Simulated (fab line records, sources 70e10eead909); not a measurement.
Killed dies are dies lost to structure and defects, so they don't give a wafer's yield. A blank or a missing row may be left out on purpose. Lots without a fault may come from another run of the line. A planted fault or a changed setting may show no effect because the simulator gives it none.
Which tool did it? | flow nand_harc | 10 lots, 30 wafers sampled, at 5 steps of a route of 1159

WHAT THE GAUGES READ, wafer by wafer
NHARC_END_SORT_01. Usual: killed_at_array 27, standard deviation 12; killed_at_other 0.5, standard deviation 0.9; killed_at_periphery 3.7, standard deviation 2.7; killed_dies 31, standard deviation 12; killed_open 3.3, standard deviation 2; killed_short 2.0, standard deviation 1.4.
lot  | measured     | on        | killed_at_array | killed_at_other | killed_at_periphery | killed_dies | killed_open | killed_short | flag
L471 | day 24 12:33 | prober-02 | 119 114 120     | 2 0 0           | 0 4 3               | 121 118 123 | 2 3 5       | 1 2 2        | OFF
L474 | day 24 11:00 | prober-01 | 116 118 122     | 0 0 0           | 2 1 2               | 118 119 124 | 2 3 3       | 2 0 1        | OFF

WHICH TOOL RAN EACH LOT (tool, then ch and the chambers of the sampled wafers, then the start)
lot  | NHARC_A_CHANNEL_FILL_D1_ALD_03      | NHARC_A_BONDPAD_PVD_17                  | NHARC_A_BONDPAD_PVD_27                  | NHARC_THIN_TSV_ANNEAL_52
L460 | ald_sin_batch-03 ch 0, day 8 20:59  | pvd_sputter-02, day 19 17:02 or earlier | pvd_sputter-02, day 19 17:02 or earlier | rtp_anneal-02 ch 0, day 19 17:02
L461 | ald_sin_batch-01 ch 0, day 9 10:36  | pvd_sputter-01, day 19 22:30 or earlier | pvd_sputter-01, day 19 22:30 or earlier | rtp_anneal-02 ch 0, day 19 22:30
L462 | ald_sin_batch-01 ch 0, day 9 10:36  | pvd_sputter-02, day 19 23:34 or earlier | pvd_sputter-02, day 19 23:34 or earlier | rtp_anneal-02 ch 0, day 19 23:34
L463 | ald_sin_batch-02 ch 0, day 9 23:23  | pvd_sputter-01, day 20 21:05 or earlier | pvd_sputter-01, day 20 21:05 or earlier | rtp_anneal-01 ch 0, day 20 21:05
L464 | ald_sin_batch-02 ch 0, day 9 23:23  | pvd_sputter-03, day 20 20:08 or earlier | pvd_sputter-03, day 20 20:08 or earlier | rtp_anneal-02 ch 0, day 20 20:08
L465 | ald_sin_batch-01 ch 0, day 10 03:35 | pvd_sputter-01, day 21 03:49 or earlier | pvd_sputter-01, day 21 03:49 or earlier | rtp_anneal-01 ch 0, day 21 03:49
L466 | ald_sin_batch-02 ch 0, day 10 12:32 | pvd_sputter-02, day 21 04:25 or earlier | pvd_sputter-02, day 21 04:25 or earlier | rtp_anneal-02 ch 0, day 21 04:25
L467 | ald_sin_batch-02 ch 0, day 10 12:32 | pvd_sputter-03, day 21 05:31 or earlier | pvd_sputter-03, day 21 05:31 or earlier | rtp_anneal-01 ch 0, day 21 05:31
L471 | ald_sin_batch-01 ch 0, day 13 03:11 | pvd_sputter-02, day 23 23:50 or earlier | pvd_sputter-02, day 23 23:50 or earlier | rtp_anneal-02 ch 0, day 23 23:50
L474 | ald_sin_batch-01 ch 0, day 13 07:22 | pvd_sputter-03, day 24 00:37 or earlier | pvd_sputter-03, day 24 00:37 or earlier | rtp_anneal-01 ch 0, day 24 00:37
- NHARC_A_CHANNEL_FILL_D1_ALD_03: deposits SiNx, target thk 6 nm, pulse time 60 s, ald cycles 58.
- NHARC_A_BONDPAD_PVD_17: deposits TaN, target thk 5 nm, time 8.06 s.
- NHARC_A_BONDPAD_PVD_27: deposits Cu, target thk 30 nm, time 20.49 s.
- NHARC_THIN_TSV_ANNEAL_52: time 90 s.

WHAT THE TOOLS THEMSELVES READ (means of the sampled wafers that have a number; where no wafer has one, the mark that the record gives instead)
NHARC_A_CHANNEL_FILL_D1_ALD_03. Usual: precursor_pulse_height_rel 1.000, standard deviation 0.019.
lot  | tool             | precursor_pulse_height_rel | flag
L460 | ald_sin_batch-03 | 1.004                      |
L461 | ald_sin_batch-01 | 1.003                      |
L462 | ald_sin_batch-01 | 0.999                      |
L463 | ald_sin_batch-02 | 1.016                      |
L464 | ald_sin_batch-02 | 0.980                      |
L465 | ald_sin_batch-01 | 1.007                      |
L466 | ald_sin_batch-02 | 1.003                      |
L467 | ald_sin_batch-02 | 0.997                      |
L471 | ald_sin_batch-01 | 1.000                      |
L474 | ald_sin_batch-01 | 1.008                      |

NHARC_A_BONDPAD_PVD_17. Usual: throttle_valve_pct 29.5 %, standard deviation 0.96.
lot  | tool           | throttle_valve_pct (%) | flag
L460 | pvd_sputter-02 | 29.4                   |
L461 | pvd_sputter-01 | 29.1                   |
L462 | pvd_sputter-02 | 29.4                   |
L463 | pvd_sputter-01 | 29.5                   |
L464 | pvd_sputter-03 | 29.6                   |
L465 | pvd_sputter-01 | 29.2                   |
L466 | pvd_sputter-02 | 29.5                   |
L467 | pvd_sputter-03 | 29.5                   |
L471 | pvd_sputter-02 | 29.6                   |
L474 | pvd_sputter-03 | 28.8                   |

NHARC_A_BONDPAD_PVD_27. Usual: throttle_valve_pct 29.5 %, standard deviation 0.96.
lot  | tool           | throttle_valve_pct (%) | flag
L460 | pvd_sputter-02 | 29.3                   |
L461 | pvd_sputter-01 | 28.5                   |
L462 | pvd_sputter-02 | 29.2                   |
L463 | pvd_sputter-01 | 29.9                   |
L464 | pvd_sputter-03 | 29.8                   |
L465 | pvd_sputter-01 | 29.6                   |
L466 | pvd_sputter-02 | 29.4                   |
L467 | pvd_sputter-03 | 29.1                   |
L471 | pvd_sputter-02 | 29.2                   |
L474 | pvd_sputter-03 | 29.5                   |

NHARC_THIN_TSV_ANNEAL_52. Usual: wafer_temp_C_max 226.13, standard deviation 0.25.
lot  | tool          | wafer_temp_C_max | flag
L460 | rtp_anneal-02 | 226.22           |
L461 | rtp_anneal-02 | 226.48           |
L462 | rtp_anneal-02 | 226.04           |
L463 | rtp_anneal-01 | 226.20           |
L464 | rtp_anneal-02 | 226.16           |
L465 | rtp_anneal-01 | 226.06           |
L466 | rtp_anneal-02 | 226.09           |
L467 | rtp_anneal-01 | 226.04           |
L471 | rtp_anneal-02 | 225.97           |
L474 | rtp_anneal-01 | 226.21           |

THE ANSWER, worked out from the rows above alone
Rule: a lot is off if the mean of its wafers that have a number lies more than 3 standard deviations from the usual mean. A lot without any number at a reading at which 4 lots or more have one is off too. The other lots that the step has rows for count as sound. The gauges are gone through in route order, then the tools' own readings, and for those a lot's mean is taken as printed above. The first step at which some lot is off is used, and at that step the reading that is off furthest; a lot without a number counts as furthest.
Off: L471, L474, at NHARC_END_SORT_01 (killed_at_array). Neither off nor sound, because the step has no rows for them: L460, L461, L462, L463, L464, L465, L466, L467.
A tool fits if, at a process step before that reading, it ran every lot that is off, and no sound lot after the first of them. The gauges at NHARC_END_SORT_01 are tried like those tools. NHARC_A_BONDPAD_PVD_17 gives no start for some lots, so the hours and the order of its lots are those of NHARC_THIN_TSV_ANNEAL_52. NHARC_A_BONDPAD_PVD_27 gives no start for some lots, so the hours and the order of its lots are those of NHARC_THIN_TSV_ANNEAL_52. One fits: ald_sin_batch-01 at NHARC_A_CHANNEL_FILL_D1_ALD_03. It ran no sound lot before its first lot that is off in this sample, so the start can't be narrowed down.

WHAT THE SIMULATOR HAD PUT IN
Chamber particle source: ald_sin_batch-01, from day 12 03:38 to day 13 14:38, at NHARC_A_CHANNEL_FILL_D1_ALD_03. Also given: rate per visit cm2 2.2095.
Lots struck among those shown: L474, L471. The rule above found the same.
